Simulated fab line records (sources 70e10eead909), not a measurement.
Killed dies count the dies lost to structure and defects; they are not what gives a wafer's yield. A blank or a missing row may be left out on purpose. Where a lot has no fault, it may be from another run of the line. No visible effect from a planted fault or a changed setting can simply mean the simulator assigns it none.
Which of the tools did it? :: flow nandHarc :: Sampling: 10 lots, 30 wafers, 6 of 1159 route steps

## WHAT THE GAUGES READ, wafer by wafer
NHARC_A_ONON_D1_THK_MEAS_14: measures by ellipsometry. Usual: thkNm reads 1000 nm (standard deviation 8.3).
lot: L317
measured: day 7 17:33
on: filmMetro-02
thkNm (nm): 995 996 994
flag: 

lot: L320
measured: day 8 06:14
on: filmMetro-01
thkNm (nm): 1010 1010 1010
flag: 

lot: L326
measured: day 9 18:04
on: filmMetro-02
thkNm (nm): 1008 1008 639
flag: OFF

lot: L328
measured: day 10 09:01
on: filmMetro-01
thkNm (nm): 625 625 993
flag: OFF

lot: L330
measured: day 10 19:47
on: filmMetro-01
thkNm (nm): 989 988 989
flag: 

lot: L332
measured: day 11 13:52
on: filmMetro-01
thkNm (nm): 997 1000 1000
flag: 

lot: L334
measured: day 11 23:33
on: filmMetro-01
thkNm (nm): 1008 1005 1006
flag: 

lot: L336
measured: day 12 10:06
on: filmMetro-01
thkNm (nm): 993 994 995
flag: 

lot: L340
measured: day 12 22:23
on: filmMetro-01
thkNm (nm): 1004 1003 1002
flag: 

lot: L339
measured: day 12 22:37
on: filmMetro-02
thkNm (nm): 1007 1010 1010
flag: 

NHARC_END_SORT_01. Usual: killedAtArray 26, standard deviation 9.9; killedAtOther 0.8, standard deviation 1; killedAtPeriphery 2.8, standard deviation 2.2; killedDies 29, standard deviation 9.9; killedOpen 3.2, standard deviation 1.8; killedShort 2.1, standard deviation 1.4.
lot: L326
measured: day 21 18:07
on: prober-02
killedAtArray: 24 16 675
killedAtOther: 0 1 2
killedAtPeriphery: 1 1 0
killedDies: 25 18 677
killedOpen: 4 2 1
killedShort: 3 3 0
flag: OFF

lot: L328
measured: day 22 00:26
on: prober-02
killedAtArray: 676 673 31
killedAtOther: 0 2 0
killedAtPeriphery: 1 2 3
killedDies: 677 677 34
killedOpen: 3 0 4
killedShort: 1 1 0
flag: OFF

## TOOL THAT RAN EACH LOT (tool first, then ch and the chambers of the sampled wafers, then the start)
lot: L317
NHARC_P_BONDPAD_ACTIVATE_29: rieDiel-13 ch 0,2, day 6 14:41
NHARC_A_ZERO_WELL_ETCH_19: rieDiel-05 ch 1,3, day 6 16:11
NHARC_A_ONON_D1_DEP_12: pecvdOnon-02 ch 0, day 7 17:02
NHARC_A_CHANNEL_HOLE_D1_DEP_01: pecvd-03 ch 0,2, day 8 05:38

lot: L320
NHARC_P_BONDPAD_ACTIVATE_29: rieDiel-07 ch 1,2, day 7 05:23
NHARC_A_ZERO_WELL_ETCH_19: rieDiel-10 ch 2,3, day 7 06:52
NHARC_A_ONON_D1_DEP_12: pecvdOnon-02 ch 0, day 8 05:43
NHARC_A_CHANNEL_HOLE_D1_DEP_01: pecvd-01 ch 1,2, day 8 19:38

lot: L326
NHARC_P_BONDPAD_ACTIVATE_29: rieDiel-13 ch 0,1,2, day 8 15:13
NHARC_A_ZERO_WELL_ETCH_19: rieDiel-11 ch 0,1, day 8 16:43
NHARC_A_ONON_D1_DEP_12: pecvdOnon-03 ch 0, day 9 17:41
NHARC_A_CHANNEL_HOLE_D1_DEP_01: pecvd-01 ch 0,2, day 10 07:12

lot: L328
NHARC_P_BONDPAD_ACTIVATE_29: rieDiel-13 ch 2,3, day 9 04:47
NHARC_A_ZERO_WELL_ETCH_19: rieDiel-10 ch 1,2,3, day 9 06:10
NHARC_A_ONON_D1_DEP_12: pecvdOnon-03 ch 0, day 10 08:29
NHARC_A_CHANNEL_HOLE_D1_DEP_01: pecvd-03 ch 0, day 10 22:19

lot: L330
NHARC_P_BONDPAD_ACTIVATE_29: rieDiel-13 ch 1,3, day 9 18:38
NHARC_A_ZERO_WELL_ETCH_19: rieDiel-05 ch 1,2, day 9 20:08
NHARC_A_ONON_D1_DEP_12: pecvdOnon-02 ch 0, day 10 19:20
NHARC_A_CHANNEL_HOLE_D1_DEP_01: pecvd-03 ch 0,1,2, day 11 10:22

lot: L332
NHARC_P_BONDPAD_ACTIVATE_29: rieDiel-13 ch 0,2, day 10 10:23
NHARC_A_ZERO_WELL_ETCH_19: rieDiel-10 ch 0,2, day 10 11:55
NHARC_A_ONON_D1_DEP_12: pecvdOnon-02 ch 0, day 11 13:24
NHARC_A_CHANNEL_HOLE_D1_DEP_01: pecvd-03 ch 0,2, day 12 02:31

lot: L334
NHARC_P_BONDPAD_ACTIVATE_29: rieDiel-07 ch 0,1,3, day 10 21:57
NHARC_A_ZERO_WELL_ETCH_19: rieDiel-11 ch 0,2, day 10 23:32
NHARC_A_ONON_D1_DEP_12: pecvdOnon-02 ch 0, day 11 23:02
NHARC_A_CHANNEL_HOLE_D1_DEP_01: pecvd-01 ch 0,2, day 12 11:39

lot: L336
NHARC_P_BONDPAD_ACTIVATE_29: rieDiel-13 ch 0,2,3, day 11 00:43
NHARC_A_ZERO_WELL_ETCH_19: rieDiel-05 ch 0,1,3, day 11 02:17
NHARC_A_ONON_D1_DEP_12: pecvdOnon-02 ch 0, day 12 09:38
NHARC_A_CHANNEL_HOLE_D1_DEP_01: pecvd-03 ch 0,1, day 12 23:10

lot: L340
NHARC_P_BONDPAD_ACTIVATE_29: rieDiel-13 ch 0,1,2, day 11 22:11
NHARC_A_ZERO_WELL_ETCH_19: rieDiel-05 ch 0,1,3, day 11 23:39
NHARC_A_ONON_D1_DEP_12: pecvdOnon-02 ch 0, day 12 21:53
NHARC_A_CHANNEL_HOLE_D1_DEP_01: pecvd-04 ch 0,1, day 13 13:01

lot: L339
NHARC_P_BONDPAD_ACTIVATE_29: rieDiel-13 ch 0,1,3, day 11 22:44
NHARC_A_ZERO_WELL_ETCH_19: rieDiel-10 ch 1,2,3, day 12 00:14
NHARC_A_ONON_D1_DEP_12: pecvdOnon-01 ch 0, day 12 22:05
NHARC_A_CHANNEL_HOLE_D1_DEP_01: pecvd-01 ch 0,1,2, day 13 13:08
- NHARC_P_BONDPAD_ACTIVATE_29: chemistry N2, time 60 s.
- NHARC_A_ZERO_WELL_ETCH_19: etches the open film in N2/H2, target depth 80 nm, overetch 24 nm, time 87.88 s.
- NHARC_A_ONON_D1_DEP_12: target thk 1000 nm.
- NHARC_A_CHANNEL_HOLE_D1_DEP_01: deposits SiON, target thk 140 nm.

## WHAT THE TOOLS THEMSELVES READ (means of the sampled wafers that have a number; where no wafer has one, the mark that the record gives instead)
NHARC_P_BONDPAD_ACTIVATE_29. Usual: drypumpMotorCurrentA 5.6 A, standard deviation 0.53; oesProductAu 1.001 a.u., standard deviation 0.0071; rfVppV 64.4 V, standard deviation 0.88; showerheadPlenumPTorr 1.83 Torr, standard deviation 0.085.
lot: L317
tool: rieDiel-13
drypumpMotorCurrentA (A): 6.1
oesProductAu (a.u.): 0.995
rfVppV (V): 64.8
showerheadPlenumPTorr (Torr): 1.88
flag: 

lot: L320
tool: rieDiel-07
drypumpMotorCurrentA (A): 4.9
oesProductAu (a.u.): 1.010
rfVppV (V): 64.3
showerheadPlenumPTorr (Torr): 1.81
flag: 

lot: L326
tool: rieDiel-13
drypumpMotorCurrentA (A): 5.8
oesProductAu (a.u.): 1.000
rfVppV (V): 65.2
showerheadPlenumPTorr (Torr): 1.89
flag: 

lot: L328
tool: rieDiel-13
drypumpMotorCurrentA (A): 5.6
oesProductAu (a.u.): 1.010
rfVppV (V): 64.2
showerheadPlenumPTorr (Torr): 1.77
flag: 

lot: L330
tool: rieDiel-13
drypumpMotorCurrentA (A): 5.4
oesProductAu (a.u.): 0.999
rfVppV (V): 63.6
showerheadPlenumPTorr (Torr): 1.83
flag: 

lot: L332
tool: rieDiel-13
drypumpMotorCurrentA (A): 6.1
oesProductAu (a.u.): 0.995
rfVppV (V): 65.3
showerheadPlenumPTorr (Torr): 1.88
flag: 

lot: L334
tool: rieDiel-07
drypumpMotorCurrentA (A): 5.1
oesProductAu (a.u.): 0.998
rfVppV (V): 64.0
showerheadPlenumPTorr (Torr): 1.79
flag: 

lot: L336
tool: rieDiel-13
drypumpMotorCurrentA (A): 5.7
oesProductAu (a.u.): 1.003
rfVppV (V): 65.0
showerheadPlenumPTorr (Torr): 1.82
flag: 

lot: L340
tool: rieDiel-13
drypumpMotorCurrentA (A): 5.8
oesProductAu (a.u.): 1.006
rfVppV (V): 64.8
showerheadPlenumPTorr (Torr): 1.88
flag: 

lot: L339
tool: rieDiel-13
drypumpMotorCurrentA (A): 5.3
oesProductAu (a.u.): 1.002
rfVppV (V): 64.4
showerheadPlenumPTorr (Torr): 1.83
flag: 

NHARC_A_ZERO_WELL_ETCH_19. Usual: drypumpMotorCurrentA 5.8 A, standard deviation 0.59; oesProductAu 1.004 a.u., standard deviation 0.0086; rfFwdPowerW 397.0 W, standard deviation 1.6; rfVppV 431.0 V, standard deviation 2.2; showerheadPlenumPTorr 2.05 Torr, standard deviation 0.078; throttleValvePct 14.173 %, standard deviation 0.0091.
lot: L317
tool: rieDiel-05
drypumpMotorCurrentA (A): 5.8
oesProductAu (a.u.): 1.007
rfFwdPowerW (W): 396.6
rfVppV (V): 431.0
showerheadPlenumPTorr (Torr): 2.01
throttleValvePct (%): 14.172
flag: 

lot: L320
tool: rieDiel-10
drypumpMotorCurrentA (A): 5.5
oesProductAu (a.u.): 1.001
rfFwdPowerW (W): 395.4
rfVppV (V): 433.8
showerheadPlenumPTorr (Torr): 2.14
throttleValvePct (%): 14.166
flag: 

lot: L326
tool: rieDiel-11
drypumpMotorCurrentA (A): 6.4
oesProductAu (a.u.): 1.010
rfFwdPowerW (W): 396.6
rfVppV (V): 432.0
showerheadPlenumPTorr (Torr): 2.10
throttleValvePct (%): 14.176
flag: 

lot: L328
tool: rieDiel-10
drypumpMotorCurrentA (A): 5.5
oesProductAu (a.u.): 0.999
rfFwdPowerW (W): 395.0
rfVppV (V): 432.3
showerheadPlenumPTorr (Torr): 2.11
throttleValvePct (%): 14.181
flag: 

lot: L330
tool: rieDiel-05
drypumpMotorCurrentA (A): 6.1
oesProductAu (a.u.): 1.000
rfFwdPowerW (W): 398.8
rfVppV (V): 430.9
showerheadPlenumPTorr (Torr): 2.07
throttleValvePct (%): 14.166
flag: 

lot: L332
tool: rieDiel-10
drypumpMotorCurrentA (A): 5.3
oesProductAu (a.u.): 0.998
rfFwdPowerW (W): 397.6
rfVppV (V): 431.8
showerheadPlenumPTorr (Torr): 2.08
throttleValvePct (%): 14.179
flag: 

lot: L334
tool: rieDiel-11
drypumpMotorCurrentA (A): 6.1
oesProductAu (a.u.): 1.008
rfFwdPowerW (W): 397.4
rfVppV (V): 430.2
showerheadPlenumPTorr (Torr): 2.04
throttleValvePct (%): 14.183
flag: 

lot: L336
tool: rieDiel-05
drypumpMotorCurrentA (A): 5.4
oesProductAu (a.u.): 0.996
rfFwdPowerW (W): 396.6
rfVppV (V): 428.6
showerheadPlenumPTorr (Torr): 1.97
throttleValvePct (%): 14.169
flag: 

lot: L340
tool: rieDiel-05
drypumpMotorCurrentA (A): 5.4
oesProductAu (a.u.): 1.005
rfFwdPowerW (W): 396.6
rfVppV (V): 428.1
showerheadPlenumPTorr (Torr): 1.97
throttleValvePct (%): 14.171
flag: 

lot: L339
tool: rieDiel-10
drypumpMotorCurrentA (A): 5.5
oesProductAu (a.u.): 0.997
rfFwdPowerW (W): 395.1
rfVppV (V): 433.1
showerheadPlenumPTorr (Torr): 2.11
throttleValvePct (%): 14.181
flag: 

NHARC_A_CHANNEL_HOLE_D1_DEP_01. Usual: heaterPowerW 780 W, standard deviation 73; rfFwdPowerW 348.0 W, standard deviation 1.3.
lot: L317
tool: pecvd-03
heaterPowerW (W): 750
rfFwdPowerW (W): 346.9
flag: 

lot: L320
tool: pecvd-01
heaterPowerW (W): 781
rfFwdPowerW (W): 348.0
flag: 

lot: L326
tool: pecvd-01
heaterPowerW (W): 845
rfFwdPowerW (W): 349.0
flag: 

lot: L328
tool: pecvd-03
heaterPowerW (W): 753
rfFwdPowerW (W): 347.8
flag: 

lot: L330
tool: pecvd-03
heaterPowerW (W): 740
rfFwdPowerW (W): 347.9
flag: 

lot: L332
tool: pecvd-03
heaterPowerW (W): 769
rfFwdPowerW (W): 347.3
flag: 

lot: L334
tool: pecvd-01
heaterPowerW (W): 818
rfFwdPowerW (W): 349.5
flag: 

lot: L336
tool: pecvd-03
heaterPowerW (W): 791
rfFwdPowerW (W): 346.8
flag: 

lot: L340
tool: pecvd-04
heaterPowerW (W): 810
rfFwdPowerW (W): 348.3
flag: 

lot: L339
tool: pecvd-01
heaterPowerW (W): 803
rfFwdPowerW (W): 348.2
flag: 

## THE ANSWER, worked out from the rows above alone
Rule: lot off if the mean of its wafers having a number is beyond 3 standard deviations from the usual mean. Also off: a lot with no number at a reading for which 4 or more lots have one. All remaining lots with rows at the step are treated as sound. First the gauges in route order, then the tools' own readings, where a lot's mean is used as printed above. The first step at which some lot is off is used, and at that step the reading that is off furthest; a lot without a number counts as furthest.
Off: L326, L328, at NHARC_A_ONON_D1_THK_MEAS_14 (thkNm).
If a tool, at a process step before that reading, ran all the lots that are off and no sound lot after the first of them, it fits. Not tried: the gauges at NHARC_A_ONON_D1_THK_MEAS_14; whatever is off there is also off at NHARC_END_SORT_01, on other tools, and gauge error can't account for it. One fits: pecvdOnon-03 at NHARC_A_ONON_D1_DEP_12. It ran no sound lot before its first lot that is off in this sample, so the start can't be narrowed down.

## WHAT THE SIMULATOR HAD PUT IN
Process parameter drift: pecvdOnon-03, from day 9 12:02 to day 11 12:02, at NHARC_A_ONON_D1_DEP_12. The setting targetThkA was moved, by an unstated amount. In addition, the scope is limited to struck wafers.
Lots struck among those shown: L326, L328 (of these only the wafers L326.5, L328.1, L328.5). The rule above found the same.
